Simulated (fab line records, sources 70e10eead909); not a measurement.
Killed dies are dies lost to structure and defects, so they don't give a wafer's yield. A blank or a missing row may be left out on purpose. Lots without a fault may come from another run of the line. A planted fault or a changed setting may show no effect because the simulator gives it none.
A struck lot beside a sound one | flow nand_harc | 13 steps out of a route of 1159
Sound: wafers L315.1, L315.4, L315.6. Struck: wafers L319.2, L319.3, L319.4. The cause comes at the end.
At each step with rows: each side's tool, then ch and its chambers, then its first start. Under that, the readings that differ: sound wafers | struck wafers | difference of the means | sigmas: that difference in standard deviations of wafers without a fault.
alike: readings whose means differ by less than 2 such deviations, and words and numbers that are the same on both sides. not compared: withheld readings, readings that some wafer has no value for, bounds like >300 that may hide the same value, and numbers for which the record gives no deviation and whose values overlap.
The two part at a step that has a row with sigmas, a row that says differs or no value, or rows on one side only. Numbers that don't overlap but have no deviation are shown without sigmas and don't part them. A reading that every wafer of one side lacks parts them only if that side has two wafers or more.

NHARC_A_STAIRCASE_TRIM_26: chemistry O2, time 211.2 s.
  sound on rie_diel-11 ch 1,2,3; struck on rie_diel-11 ch 0,1,3
  alike: drypump_motor_current_A, oes_product_au, rf_vpp_V, showerhead_plenum_p_Torr, throttle_valve_pct
  not compared: rf_hours_counter_h
NHARC_A_STAIRCASE_ETCH_27: etches the open film in C4F8/O2, target depth 100 nm, time 40.5 s.
  sound on rie_diel-11 ch 0,2,3; struck on rie_diel-11 ch 0,2,3
  alike: oes_product_au, rf_vpp_V
  not compared: rf_hours_counter_h
NHARC_A_STAIRCASE_STRIP_175: strips in O2.
  sound on plasma_asher-01 ch 1, day 11 08:46; struck on plasma_asher-02 ch 0,1, day 12 12:03
  reading            | sound       | struck      | difference | sigmas
  heater_power_w (W) | 285 288 281 | 326 325 333 | +43        | +3
  alike: drypump_motor_current_A
  not compared: rf_hours_counter_h
then, 8 steps without rows for these wafers: NHARC_A_STAIRCASE_STRIP_148 (strips in SPM, time 900 s); NHARC_A_STAIRCASE_PRECLEAN_149 (cleans in SC1); NHARC_A_STAIRCASE_SRD_150; NHARC_A_STAIRCASE_DEHYDRATE_176 (time 120 s); NHARC_A_STAIRCASE_HMDS_177 (time 30 s); NHARC_A_STAIRCASE_COAT_178; NHARC_A_STAIRCASE_SOFTBAKE_179 (time 170 s); NHARC_A_STAIRCASE_EBR_180.
NHARC_A_STAIRCASE_EXPOSE_181: exposes mask STAIR 2.
  sound on krf_scanner-03 ch 0, day 11 09:53; struck on krf_scanner-04, day 12 13:08
  no value came back on the struck wafers for exposure_dose_mJ_cm2, focus_offset_nm (nm); on the sound wafers exposure_dose_mJ_cm2 reads 27.920 27.905 27.914
  alike: mask
then, 1 step without rows for these wafers: NHARC_A_STAIRCASE_PEB_182 (peb time 130 s).

WHERE THEY PART
First at NHARC_A_STAIRCASE_STRIP_175; last, within this record, at NHARC_A_STAIRCASE_EXPOSE_181.

WHY: what the simulator had put in
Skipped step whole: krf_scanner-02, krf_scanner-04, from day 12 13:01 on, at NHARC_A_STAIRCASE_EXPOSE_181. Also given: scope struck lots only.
